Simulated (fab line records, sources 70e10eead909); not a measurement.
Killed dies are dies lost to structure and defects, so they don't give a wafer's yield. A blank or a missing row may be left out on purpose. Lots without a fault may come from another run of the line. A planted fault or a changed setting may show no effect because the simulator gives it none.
Chamber matching | flow nand_harc | NHARC_A_STAIRCASE_ETCH_17 on rie_diel-07: 4 sister chambers
The step etches the open film in C4F8/O2, target depth 100 nm, time 40.5 s. 4 wafers are shown with their chamber, then 7 later ones without.

WAFERS WITH THEIR CHAMBER
wafer  | chamber | rf_vpp_V (V)
L284.3 | 1       | 893
L283.5 | 3       | 904
L300.2 | 2       | 901
L300.3 | 0       | 892

WAFERS WITHOUT THEIR CHAMBER
wafer  | rf_vpp_V (V)
L300.5 | 901
L304.3 | 903
L304.5 | 893
L304.6 | 892
L305.1 | 901
L305.2 | 891
L305.6 | 891

WHICH CHAMBER EACH WENT THROUGH
wafer  | from the rows above     | in truth
L300.5 | 2                       | 2
L304.3 | can't be placed: 3 or 2 | 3
L304.5 | can't be placed: 1 or 0 | 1
L304.6 | can't be placed: 0 or 1 | 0
L305.1 | 2                       | 2
L305.2 | can't be placed: 0 or 1 | 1
L305.6 | can't be placed: 0 or 1 | 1
Placed correctly: 2 of 7. Can't be placed from these rows: 5 (the true chamber is among the candidates in 5). Placed wrongly: 0.
How it was worked out, from the rows above alone: a wafer's distance from a chamber is the root of the sum, over the readings, of the square of ((its reading less the chamber's mean) divided by the reading's scatter). The wafer belongs to the nearest chamber; if the next one is less than 2 further off, it can't be placed. A chamber's mean is the mean of its shown wafers. The scatter: with one shown wafer a chamber, the root of the mean of the squares of how far each hidden wafer lies from its nearest shown one.
